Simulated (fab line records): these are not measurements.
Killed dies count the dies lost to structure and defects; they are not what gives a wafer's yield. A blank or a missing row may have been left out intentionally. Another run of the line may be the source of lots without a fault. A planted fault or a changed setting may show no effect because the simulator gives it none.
Matching of chambers ; flow n5Finfet ; N5_BEOL_M7_ETCH_72 on rieDiel-03 has 4 sister chambers
The step etches underlayer in N2/H2, target depth 6.5 nm, time 5.2 s. 4 wafers are shown with their chamber, then 7 later ones without.

## WAFERS WITH THEIR CHAMBER
wafer;chamber;showerheadPlenumPTorr (Torr)
L086.3;2;2.57
L087.4;1;2.40
L089.1;3;2.70
L089.2;0;2.53

## WAFERS WHOSE CHAMBER IS MISSING
wafer;showerheadPlenumPTorr (Torr)
L089.4;2.40
L095.1;2.39
L095.2;2.53
L095.3;2.70
L094.1;2.56
L094.2;2.39
L094.3;2.69

## CHAMBER TAKEN BY EACH
wafer;from the rows above;in truth
L089.4;1;1
L095.1;1;1
L095.2;0;0
L095.3;3;3
L094.1;2;2
L094.2;1;1
L094.3;3;3
Correct placement for 7 of the 7. Number that these rows cannot place: 0. 0 placed wrongly.
How it was worked out, from the rows above alone: a wafer's distance from a chamber is the root of the sum, over the readings, of the square of ((its reading less the chamber's mean) divided by the reading's scatter). The wafer belongs to the nearest chamber; if the next one is less than 2 further off, it can't be placed. Each chamber's mean is taken over the wafers shown for it. The scatter: with one shown wafer a chamber, the root of the mean of the squares of how far each hidden wafer lies from its nearest shown one.
